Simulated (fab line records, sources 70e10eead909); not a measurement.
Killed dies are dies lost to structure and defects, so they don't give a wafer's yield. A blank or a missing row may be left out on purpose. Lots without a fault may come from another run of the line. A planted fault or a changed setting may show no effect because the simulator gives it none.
fab line records | flow nand_harc
record lots=6 wafers=18 last_day=24
route steps=1159 shown A_STAIRCASE@614 END@1159
lots that met no fault: from a run of the same line without faults
start_h: hours from the record's first day to the start of the lot's first wafer shown | wait_h: hours since the lot's step before | " the same as in the row above | L1.1+2: a row that stands for several wafers | - no value, or no start given | * or withheld: withheld | < > ~ a bound
route shown NAME@n: a module of which the file shows steps, and the number in the route of the first | usual: mean/standard deviation of fault-free wafers | same: alike in all rows | chamber/n: place in a boat | sites: the reading at each site | _std_site: their standard deviation | _edge_site: outer sites' mean less inner sites' | radius_mm: how far each site lies from the wafer's centre | mask NAME#n: copy n | behind: the tool/chamber that last shaped the wafer | hold: why the lot was held/for how many hours/how that ended | device: the transistor (n, p or np) that didn't switch | end of line: the same wafers' tests at the end of the route | a step without rows: its recipe alone | killed: dies lost to structure and defects at the first sort, not the wafer's yield | map: a wafer's dies, x killed, . not, _ none there
set.NAME: the setting as run; set.NAME@STEP: as run at that earlier step | model.NAME: the simulator's own value behind a step, which no gauge read
lots at some steps of the route; a table a step, a row a wafer
services: from which hour (start_h, from the record's first day; less than 0 if before it) a tool's chamber was out of use, for how many hours, and why
## steps
# step NHARC_A_STAIRCASE_TRIM_220
# recipe time_s=211.2 o2_flow_sccm=500 ar_flow_sccm=0 bias_w=0 chemistry=O2
# usual drypump_motor_current_A=6.1/0.37 oes_product_au=0.999/0.011 rf_vpp_V=57.9/0.89 showerhead_plenum_p_Torr=3.55/0.15 throttle_valve_pct=17.037/0.0087
# same time_s=211.2
# columns lot.wafer tool chamber start_h wait_h drypump_motor_current_A oes_product_au rf_hours_counter_h rf_vpp_V showerhead_plenum_p_Torr throttle_valve_pct
L126.2 rie_diel-02 2 242.20 0.1 6.3 0.986 35 58.3 3.61 17.037
L126.3 " 3 " " 5.8 0.992 34 58.1 3.29 17.020
L126.6 " 0 " " 5.7 0.993 - 56.6 3.28 17.044
L130.2 rie_diel-02 3 259.88 0.1 5.9 0.995 43 57.7 3.28 17.020
L130.5 " 0 " " 5.7 0.981 - 56.0 3.27 17.059
L130.6 " 1 " " 6.7 1.008 - 59.6 3.68 17.022
L135.4 rie_diel-07 1 302.39 0.1 5.4 1.010 18 58.1 3.49 17.040
L135.6 " 2 " " 6.0 1.001 - 58.7 3.76 17.051
L135.5 " 3 " " 5.5 0.987 - 58.8 3.68 17.048
L136.4 rie_diel-06 3 303.82 0.1 5.7 0.990 21 57.4 3.59 17.040
L136.3 " 0 " " 6.4 1.006 22 57.2 3.36 17.025
L136.5 " 3 " " 5.7 1.001 - 58.6 3.59 17.032
L143.2 rie_diel-06 0 351.04 0.1 6.4 1.017 37 58.1 3.35 17.040
L143.6 " 1 " " 6.3 1.017 - 59.4 3.50 17.032
L143.5 " 2 " " 6.4 0.981 - 57.9 3.58 17.034
L148.2 rie_diel-06 1 374.72 0.1 6.2 1.007 44 58.9 3.49 17.042
L148.4 " 2 " " 6.5 0.983 40 58.1 3.58 17.032
L148.3 " 3 " " 5.7 1.007 45 59.5 3.58 17.056
# step NHARC_A_STAIRCASE_ETCH_221
# recipe target_depth_a=1000 time_s=40.5 ion_energy_ev=400 c4f8_flow_sccm=20 o2_flow_sccm=10 ar_flow_sccm=withheld rf_w=600 bias_w=1000 chemistry=C4F8/O2
# usual oes_product_au=0.938/0.018 rf_vpp_V=897/5.2 run_length_s=61.9/0.37
# same time_s=40.5
# columns lot.wafer tool chamber start_h wait_h oes_product_au rf_hours_counter_h rf_vpp_V run_length_s
L126.3 rie_diel-02 2 - - 0.929 35 899 62.3
L126.2 " 0 " " 0.933 33 886 61.5
L126.6 " 3 " " 0.918 - 886 62.3
L130.2 rie_diel-02 0 - - 0.906 43 887 62.0
L130.5 " 2 " " 0.901 - 899 61.9
L130.6 " 3 " " 0.919 - 886 62.2
L135.4 rie_diel-07 2 - - 0.951 23 904 62.0
L135.5 " 1 " " 0.968 - 894 61.2
L135.6 " 2 " " 0.948 - 903 61.9
L136.3 rie_diel-06 2 - - 0.935 17 899 61.2
L136.4 " 3 " " 0.952 21 898 62.2
L136.5 " 1 " " 0.961 - 896 62.0
L143.2 rie_diel-06 3 - - 0.925 38 898 62.1
L143.6 " 1 " " 0.929 - 895 62.0
L143.5 " 2 " " 0.923 - 899 62.0
L148.3 rie_diel-06 1 - - 0.941 44 895 61.9
L148.2 " 2 " " 0.929 40 899 61.4
L148.4 " 3 " " 0.953 45 898 62.3
# step NHARC_A_STAIRCASE_TRIM_222
# recipe time_s=211.2 o2_flow_sccm=500 ar_flow_sccm=0 bias_w=0 chemistry=O2
# step NHARC_A_STAIRCASE_ETCH_223
# recipe target_depth_a=1000 time_s=40.5 ion_energy_ev=400 c4f8_flow_sccm=20 o2_flow_sccm=10 ar_flow_sccm=withheld rf_w=600 bias_w=1000 chemistry=C4F8/O2
# usual oes_product_au=0.940/0.014 rf_vpp_V=897/5.3 run_length_s=62.0/0.41
# same time_s=40.5
# columns lot.wafer tool chamber start_h wait_h oes_product_au rf_hours_counter_h rf_vpp_V run_length_s
L126.3 rie_diel-02 0 - - 0.924 34 887 61.7
L126.2 " 2 " " 0.928 35 897 61.9
L126.6 " 0 " " 0.915 - 887 61.7
L130.2 rie_diel-02 1 - - 0.927 38 903 61.9
L130.6 " 2 " " 0.918 - 899 62.2
L130.5 " 3 " " 0.931 - 887 62.5
L135.4 rie_diel-07 3 - - 0.937 24 900 61.4
L135.5 " 2 " " 0.954 - 903 62.5
L135.6 " 3 " " 0.935 - 902 62.0
L136.4 rie_diel-06 3 - - 0.949 21 897 62.0
L136.3 " 0 " " 0.957 22 891 62.2
L136.5 " 2 " " 0.936 - 898 61.4
L143.2 rie_diel-06 3 - - 0.947 38 898 62.3
L143.6 " 1 " " 0.948 - 895 62.4
L143.5 " 2 " " 0.938 - 898 61.4
L148.2 rie_diel-06 3 - - 0.943 45 896 62.4
L148.3 " 0 " " 0.974 46 891 61.8
L148.4 " 1 " " 0.956 44 895 62.2
# step NHARC_A_STAIRCASE_TRIM_224
# recipe time_s=211.2 o2_flow_sccm=500 ar_flow_sccm=0 bias_w=0 chemistry=O2
# step NHARC_A_STAIRCASE_ETCH_225
# recipe target_depth_a=1000 time_s=40.5 ion_energy_ev=400 c4f8_flow_sccm=20 o2_flow_sccm=10 ar_flow_sccm=withheld rf_w=600 bias_w=1000 chemistry=C4F8/O2
# step NHARC_A_STAIRCASE_TRIM_226
# recipe time_s=211.2 o2_flow_sccm=500 ar_flow_sccm=0 bias_w=0 chemistry=O2
# step NHARC_A_STAIRCASE_ETCH_227
# recipe target_depth_a=1000 time_s=40.5 ion_energy_ev=400 c4f8_flow_sccm=20 o2_flow_sccm=10 ar_flow_sccm=withheld rf_w=600 bias_w=1000 chemistry=C4F8/O2
# usual oes_product_au=0.943/0.011 rf_vpp_V=897/5.5 run_length_s=61.9/0.34
# same time_s=40.5
# columns lot.wafer tool chamber start_h wait_h oes_product_au rf_hours_counter_h rf_vpp_V run_length_s
L126.3 rie_diel-02 0 - - 0.947 34 886 61.9
L126.2 " 1 " " 0.949 31 901 62.0
L126.6 " 1 " " 0.948 - 902 62.2
L130.2 rie_diel-02 2 - - 0.930 42 898 61.9
L130.5 " 0 " " 0.927 - 888 61.6
L130.6 " 1 " " 0.942 - 903 62.3
L135.4 rie_diel-07 1 - - 0.956 18 895 61.0
L135.6 " 1 " " 0.958 - 895 61.5
L135.5 " 2 " " 0.941 - 905 61.6
L136.3 rie_diel-06 3 - - 0.938 22 900 62.2
L136.4 " 0 " " 0.941 23 890 62.0
L136.5 " 0 " " 0.944 - 889 62.3
L143.2 rie_diel-06 1 - - 0.956 36 896 61.9
L143.5 " 0 " " 0.961 - 889 61.9
L143.6 " 1 " " 0.954 - 894 62.1
L148.2 rie_diel-06 0 - - 0.948 46 891 61.8
L148.4 " 1 " " 0.954 45 895 62.2
L148.3 " 2 " " 0.934 40 896 61.7
# step NHARC_A_STAIRCASE_TRIM_229
# recipe time_s=211.2 o2_flow_sccm=500 ar_flow_sccm=0 bias_w=0 chemistry=O2
# step NHARC_A_STAIRCASE_ETCH_230
# recipe target_depth_a=1000 time_s=40.5 ion_energy_ev=400 c4f8_flow_sccm=20 o2_flow_sccm=10 ar_flow_sccm=withheld rf_w=600 bias_w=1000 chemistry=C4F8/O2
# step NHARC_A_STAIRCASE_TRIM_231
# recipe time_s=211.2 o2_flow_sccm=500 ar_flow_sccm=0 bias_w=0 chemistry=O2
# step NHARC_A_STAIRCASE_ETCH_232
# recipe target_depth_a=1000 time_s=40.5 ion_energy_ev=400 c4f8_flow_sccm=20 o2_flow_sccm=10 ar_flow_sccm=withheld rf_w=600 bias_w=1000 chemistry=C4F8/O2
# usual oes_product_au=0.944/0.013 rf_vpp_V=897/5.2 run_length_s=61.9/0.38
# columns lot.wafer tool chamber start_h wait_h oes_product_au rf_hours_counter_h rf_vpp_V run_length_s
L126.3 rie_diel-07 1 243.80 - 0.953 2 896 61.0
L126.2 " 2 " " 0.939 2 906 61.9
L126.6 " 1 " " 0.959 - 896 61.4
L130.2 rie_diel-02 0 261.31 - 0.928 43 886 61.5
L130.5 " 3 " " 0.930 - 887 62.2
L130.6 " 0 " " 0.927 - 886 61.9
L135.4 rie_diel-07 0 303.91 - 0.946 25 902 50.6
L135.5 " 1 " " 0.949 - 896 61.2
L135.6 " 2 " " 0.942 - 905 61.9
L136.4 rie_diel-07 1 305.51 - 0.943 19 896 61.1
L136.3 " 3 " " 0.922 25 900 61.5
L136.5 " 0 " " 0.944 - 900 50.0
L143.2 rie_diel-06 2 352.46 - 0.939 32 898 61.3
L143.6 " 3 " " 0.944 - 897 62.5
L143.5 " 0 " " 0.953 - 889 62.3
L148.3 rie_diel-06 3 376.17 - 0.947 45 898 62.2
L148.4 " 0 " " 0.946 46 889 61.9
L148.2 " 1 " " 0.940 45 894 62.6
# step NHARC_A_STAIRCASE_TRIM_233
# recipe time_s=211.2 o2_flow_sccm=500 ar_flow_sccm=0 bias_w=0 chemistry=O2
# usual drypump_motor_current_A=6.1/0.38 oes_product_au=0.998/0.011 rf_vpp_V=57.9/0.98 showerhead_plenum_p_Torr=3.57/0.14 throttle_valve_pct=17.036/0.0091
# same time_s=211.2
# columns lot.wafer tool chamber start_h wait_h drypump_motor_current_A oes_product_au rf_hours_counter_h rf_vpp_V showerhead_plenum_p_Torr throttle_valve_pct
L126.3 rie_diel-07 2 - - 6.0 1.000 2 58.2 3.77 17.039
L126.2 " 1 " " 5.4 1.017 2 56.7 3.50 17.046
L126.6 " 2 " " 6.1 0.997 - 60.0 3.77 17.057
L130.2 rie_diel-02 2 - - 6.3 0.976 42 57.7 3.61 17.045
L130.5 " 1 " " 6.7 0.993 - 57.8 3.68 17.037
L130.6 " 2 " " 6.3 0.981 - 58.1 3.61 17.036
L135.4 rie_diel-07 1 - - 5.4 1.023 19 57.7 3.49 17.047
L135.6 " 3 " " 5.5 0.983 - 58.0 3.68 17.021
L135.5 " 0 " " 6.3 1.018 - 55.7 3.68 17.051
L136.4 rie_diel-07 0 - - 6.3 1.003 26 57.9 3.68 17.036
L136.3 " 2 " " 6.0 1.008 25 58.2 3.76 17.048
L136.5 " 0 " " 6.3 0.999 - 57.2 3.68 17.038
L143.2 rie_diel-06 3 - - 5.7 1.009 38 58.7 3.59 17.045
L143.5 " 1 " " 6.3 1.015 - 57.6 3.50 17.026
L143.6 " 2 " " 6.4 0.987 - 58.0 3.58 17.050
L148.3 rie_diel-06 2 - - 6.5 0.993 40 58.8 3.58 17.039
L148.2 " 3 " " 5.7 0.991 45 59.6 3.58 17.036
L148.4 " 0 " " 6.4 1.001 46 58.1 3.35 17.040
# step NHARC_END_SORT_01
# recipe temp_c=25
# usual killed_at_array=26/9 killed_at_other=0.8/1.2 killed_at_periphery=3.2/2.3 killed_dies=30/9.1 killed_open=3.5/2 killed_short=1.8/1.4
# same gross_dies=677
# columns lot.wafer tool chamber start_h wait_h hold killed_at_array killed_at_other killed_at_periphery killed_dies killed_open killed_short
L126.2 prober-01 0 445.32 2.8 - 15 1 5 21 3 3
L126.3 prober-01 0 446.13 3.1 - 18 3 2 23 3 3
L126.6 prober-01 0 448.55 4.0 - 18 0 3 21 2 3
L130.2 prober-02 0 463.13 2.8 - 16 0 0 16 3 0
L130.5 prober-02 0 465.51 3.7 - 25 2 2 29 6 3
L130.6 prober-02 0 466.31 4.0 - 20 1 1 22 5 2
L136.3 prober-01 0 492.90 3.1 await_dispo/1.6h/release 21 2 2 25 3 4
L136.4 prober-01 0 493.71 3.4 await_dispo/1.6h/release 25 1 1 27 5 1
L136.5 prober-01 0 494.51 3.7 await_dispo/1.6h/release 674 0 3 677 3 2
L135.4 prober-01 0 504.18 3.4 await_dispo/1.3h/release 674 1 2 677 7 4
L135.5 prober-01 0 504.98 3.7 await_dispo/1.3h/release 26 0 1 27 2 0
L135.6 prober-01 0 505.78 4.0 await_dispo/1.3h/release 27 1 2 30 5 4
L143.2 prober-01 0 543.56 2.8 - 35 2 0 37 3 2
L143.5 prober-01 0 545.97 3.7 - 34 2 3 39 2 0
L143.6 prober-01 0 546.77 4.0 - 39 1 3 43 3 3
L148.2 prober-02 0 565.07 2.8 - 11 0 6 17 4 2
L148.3 prober-02 0 565.86 3.1 - 16 0 6 22 3 0
L148.4 prober-02 0 566.65 3.4 - 23 0 4 27 3 3
# killed by level:class
L126.2 A_SGD_CUT:chamber_film_flake=4 P_GATE:chamber_film_flake=3 A_CHANNEL_HOLE_D1:chamber_film_flake=2 A_STAIRCASE:chamber_film_flake=2 P_CONTACT:geometric_particle:short=1 A_CHANNEL_FILL_D1:geometric_particle:short=1 A_WL_FILL:geometric_particle:open=1 A_CONTACT:geometric_particle:open=1
L126.3 A_CHANNEL_FILL_D1:chamber_film_flake=3 A_STAIRCASE:chamber_film_flake=3 A_CONTACT:chamber_film_flake=3 STARTING-WAFER:geometric_particle:short=2 A_CHANNEL_HOLE_D1:chamber_film_flake=2 A_M1:chamber_film_flake=2 P_STI:geometric_particle:open=1 A_M1:geometric_particle:open=1
L126.6 A_STAIRCASE:chamber_film_flake=5 A_SGD_CUT:chamber_film_flake=4 A_CONTACT:geometric_particle:open=2 P_STI:chamber_film_flake=2 A_ONON_D1:geometric_particle:short=1 A_CHANNEL_FILL_D1:geometric_particle:short=1 A_WL_FILL:geometric_particle:short=1 P_GATE:chamber_film_flake=1
L130.2 A_STAIRCASE:chamber_film_flake=5 A_SLIT:chamber_film_flake=5 A_CHANNEL_HOLE_D1:chamber_film_flake=2 A_WL_FILL:geometric_particle:open=1 A_CONTACT:geometric_particle:open=1 A_BLC:geometric_particle:open=1 A_CONTACT:chamber_film_flake=1
L130.5 A_SLIT:chamber_film_flake=6 A_STAIRCASE:chamber_film_flake=5 A_CONTACT:chamber_film_flake=3 A_CHANNEL_HOLE_D1:chamber_film_flake=2 P_CONTACT:geometric_particle:open=1 A_ONON_D1:geometric_particle:short=1 A_ONON_D1:geometric_particle:open=1 A_CHANNEL_FILL_D1:geometric_particle:open=1
L130.6 A_SLIT:chamber_film_flake=7 A_STAIRCASE:chamber_film_flake=5 A_CONTACT:geometric_particle:open=2 A_CHANNEL_HOLE_D1:chamber_film_flake=2 A_ONON_D1:geometric_particle:short=1 A_WL_FILL:geometric_particle:open=1 A_BLC:geometric_particle:short=1 A_M1:geometric_particle:open=1
L136.3 A_SLIT:chamber_film_flake=7 A_CONTACT:chamber_film_flake=4 A_CHANNEL_HOLE_D1:chamber_film_flake=3 A_ONON_D1:geometric_particle:short=2 A_STAIRCASE:chamber_film_flake=2 P_GATE:geometric_particle:short=1 P_M1:geometric_particle:open=1 A_ONON_D1:geometric_particle:open=1
L136.4 A_SLIT:chamber_film_flake=9 A_CHANNEL_HOLE_D1:chamber_film_flake=5 A_CHANNEL_FILL_D1:chamber_film_flake=3 A_CONTACT:chamber_film_flake=3 A_CONTACT:geometric_particle:open=2 P_M0:geometric_particle:open=1 A_BLC:geometric_particle:open=1 A_BLC:geometric_particle:short=1
L136.5 A_STAIRCASE:area_etch=654 A_SLIT:chamber_film_flake=8 A_CONTACT:chamber_film_flake=4 A_CHANNEL_HOLE_D1:chamber_film_flake=3 P_GATE:geometric_particle:open=1 P_CONTACT:geometric_particle:open=1 P_M0:geometric_particle:open=1 A_CHANNEL_HOLE_D1:geometric_particle:short=1
L135.4 A_STAIRCASE:area_etch=647 A_CHANNEL_HOLE_D1:chamber_film_flake=16 A_CONTACT:geometric_particle:open=3 P_GATE:geometric_particle:open=1 P_GATE:geometric_particle:short=1 A_SOURCE_PLATE:geometric_particle:open=1 A_ONON_D1:geometric_particle:open=1 A_SGD_CUT:geometric_particle:open=1
L135.5 A_CHANNEL_HOLE_D1:chamber_film_flake=23 P_M0:geometric_particle:open=1 A_SGD_CUT:geometric_particle:open=1 A_ZERO_WELL:chamber_film_flake=1 A_CONTACT:chamber_film_flake=1
L135.6 A_CHANNEL_HOLE_D1:chamber_film_flake=17 A_CONTACT:chamber_film_flake=3 A_CONTACT:geometric_particle:open=2 P_CONTACT:geometric_particle:open=1 P_M1:geometric_particle:open=1 A_ONON_D1:geometric_particle:short=1 A_CHANNEL_HOLE_D1:geometric_particle:short=1 A_SGD_CUT:geometric_particle:short=1
L143.2 A_CHANNEL_HOLE_D1:chamber_film_flake=22 A_CONTACT:chamber_film_flake=4 A_CONTACT:geometric_particle:open=3 A_STAIRCASE:chamber_film_flake=3 THIN_TSV:chamber_film_flake=2 A_ONON_D1:geometric_particle:short=1 A_SGD_CUT:geometric_particle:short=1 A_M0:chamber_film_flake=1
L143.5 A_CHANNEL_HOLE_D1:chamber_film_flake=20 A_CONTACT:chamber_film_flake=6 A_STAIRCASE:chamber_film_flake=5 P_STI:chamber_film_flake=2 THIN_TSV:chamber_film_flake=2 P_GATE:geometric_particle:open=1 A_CONTACT:geometric_particle:open=1 A_WL_FILL:chamber_film_flake=1
L143.6 A_CHANNEL_HOLE_D1:chamber_film_flake=20 A_CONTACT:chamber_film_flake=9 A_STAIRCASE:chamber_film_flake=4 A_CONTACT:geometric_particle:short=2 P_STI:chamber_film_flake=2 A_ONON_D1:geometric_particle:short=1 A_CONTACT:geometric_particle:open=1 A_BLC:geometric_particle:open=1
L148.2 A_CHANNEL_HOLE_D1:chamber_film_flake=5 P_CONTACT:geometric_particle:open=2 A_CHANNEL_FILL_D1:geometric_particle:open=2 P_ZERO_WELL:chamber_film_flake=2 A_CONTACT:chamber_film_flake=2 P_STI:geometric_particle:short=1 A_WL_FILL:geometric_particle:short=1 P_STI:chamber_film_flake=1
L148.3 A_CHANNEL_HOLE_D1:chamber_film_flake=7 P_STI:chamber_film_flake=3 A_CONTACT:chamber_film_flake=3 A_ZERO_WELL:chamber_film_flake=2 P_CONTACT:geometric_particle:open=1 A_CHANNEL_FILL_D1:geometric_particle:open=1 A_WL_FILL:geometric_particle:open=1 P_ZERO_WELL:chamber_film_flake=1
L148.4 A_CONTACT:chamber_film_flake=6 A_CHANNEL_HOLE_D1:chamber_film_flake=5 A_STAIRCASE:chamber_film_flake=5 P_CONTACT:geometric_particle:open=2 A_WL_FILL:geometric_particle:short=2 A_SLIT:chamber_film_flake=2 A_CHANNEL_HOLE_D1:geometric_particle:short=1 A_CONTACT:geometric_particle:open=1
# map L135.4 (x killed, . not)
____________x____________
_________xxxxxxx_________
_______xxxxxxxxxxx_______
______xxxxxxxxxxxxx______
_____xxxxxxxxxxxxxxx_____
____xxxxxxxxxxxxxxxxx____
____xxxxxxxxxxxxxxxxx____
___xxxxxxxxxxxxxxxxxxx___
___xxxxxxxxxxxxxxxxxxx___
__xxxxxxxxxxxxxxxxxxxxx__
__xxxxxxxxxxxxxxxxxxxxx__
_xxxxxxxxxxxxxxxxxxxxxxx_
_xxxxxxxxxxxxxxxxxxxxxxx_
_xxxxxxxxxxxxxxxxxxxxxxx_
_xxxxxxxxxxxxxxxxxxxxxxx_
_xxxxxxxxxxxxxxxxxxxxxxx_
xxxxxxxxxxxxxxxxxxxxxxxxx
xxxxxxxxxxxxxxxxxxxxxxxxx
xxxxxxxxxxxxxxxxxxxxxxxxx
xxxxxxxxxxxxxxxxxxxxxxxxx
xxxxxxxxxxxxxxxxxxxxxxxxx
_xxxxxxxxxxxxxxxxxxxxxxx_
_xxxxxxxxxxxxxxxxxxxxxxx_
_xxxxxxxxxxxxxxxxxxxxxxx_
_xxxxxxxxxxxxxxxxxxxxxxx_
_xxxxxxxxxxxxxxxxxxxxxxx_
__xxxxxxxxxxxxxxxxxxxxx__
__xxxxxxxxxxxxxxxxxxxxx__
___xxxxxxxxxxxxxxxxxxx___
___xxxxxxxxxxxxxxxxxxx___
____xxxxxxxxxxxxxxxxx____
____xxxxxxxxxxxxxxxxx____
_____xxxxxxxxxxxxxxx_____
______xxxxxxxxxxxxx______
_______xxxxxxxxxxx_______
_________xxxxxxx_________
____________x____________
# map L136.5 (x killed, . not)
____________x____________
_________xxxxxxx_________
_______xxxxxxxxxxx_______
______xxxxxxxxxxxxx______
_____xxxxxxxxxxxxxxx_____
____xxxxxxxxxxxxxxxxx____
____xxxxxxxxxxxxxxxxx____
___xxxxxxxxxxxxxxxxxxx___
___xxxxxxxxxxxxxxxxxxx___
__xxxxxxxxxxxxxxxxxxxxx__
__xxxxxxxxxxxxxxxxxxxxx__
_xxxxxxxxxxxxxxxxxxxxxxx_
_xxxxxxxxxxxxxxxxxxxxxxx_
_xxxxxxxxxxxxxxxxxxxxxxx_
_xxxxxxxxxxxxxxxxxxxxxxx_
_xxxxxxxxxxxxxxxxxxxxxxx_
xxxxxxxxxxxxxxxxxxxxxxxxx
xxxxxxxxxxxxxxxxxxxxxxxxx
xxxxxxxxxxxxxxxxxxxxxxxxx
xxxxxxxxxxxxxxxxxxxxxxxxx
xxxxxxxxxxxxxxxxxxxxxxxxx
_xxxxxxxxxxxxxxxxxxxxxxx_
_xxxxxxxxxxxxxxxxxxxxxxx_
_xxxxxxxxxxxxxxxxxxxxxxx_
_xxxxxxxxxxxxxxxxxxxxxxx_
_xxxxxxxxxxxxxxxxxxxxxxx_
__xxxxxxxxxxxxxxxxxxxxx__
__xxxxxxxxxxxxxxxxxxxxx__
___xxxxxxxxxxxxxxxxxxx___
___xxxxxxxxxxxxxxxxxxx___
____xxxxxxxxxxxxxxxxx____
____xxxxxxxxxxxxxxxxx____
_____xxxxxxxxxxxxxxx_____
______xxxxxxxxxxxxx______
_______xxxxxxxxxxx_______
_________xxxxxxx_________
____________x____________
## services
# columns tool chamber start_h hours kind
rie_diel-06 0 220.33 - clean
rie_diel-06 1 220.33 - clean
rie_diel-06 2 220.33 - clean
rie_diel-06 3 220.33 - clean
rie_diel-07 - 228.23 9.0 pm
rie_diel-06 - 241.20 9.0 pm
rie_diel-06 0 241.20 9.0 vent_cycle
rie_diel-06 1 241.20 9.0 vent_cycle
rie_diel-06 2 241.20 9.0 vent_cycle
rie_diel-06 3 241.20 9.0 vent_cycle
rie_diel-06 0 250.20 - clean
rie_diel-06 1 250.20 - clean
rie_diel-06 2 250.20 - clean
rie_diel-06 3 250.20 - clean
rie_diel-06 0 274.70 - clean
rie_diel-06 1 274.70 - clean
rie_diel-06 2 274.70 - clean
rie_diel-06 3 274.70 - clean
rie_diel-07 1 287.55 13.4 repair
rie_diel-06 2 289.33 6.8 repair
rie_diel-06 0 299.23 - clean
rie_diel-02 0 318.79 4.1 repair
rie_diel-02 - 327.76 9.0 pm
rie_diel-06 3 360.12 2.1 repair
## key
first_sign step=NHARC_A_STAIRCASE_ETCH_232 reading=run_length_s direction=down sigmas=31 usual=* struck=*
effect step=NHARC_END_SORT_01 reading=killed_at_array direction=up sigmas=72 usual=26 struck=674
more_kills_born_at NHARC_A_STAIRCASE_ETCH_232@rie_diel-07=1301
met_at NHARC_A_STAIRCASE_ETCH_232
struck_wafers L135.4,L136.5
later_rows_left_out L135.4,L136.5
tester_left_out L135,L136
fault kind=process_parameter_drift tool=rie_diel-07 chamber=0 onset_h=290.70 steps=NHARC_A_STAIRCASE_ETCH_232 channel=time_s offset=* shape=step end_h=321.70 acts_in=* stated=*
# tester_left_out: of these lots the tester's yield and bins aren't shown, on N5 and GAA mostly nor the transistor test; their killed dies are dies lost to structure and defects alone, not to doping, threshold or leakage, so they don't give the yield
# later_rows_left_out: the simulator's readings of these wafers behind a module that went badly wrong aren't trusted and aren't shown, but for the sort
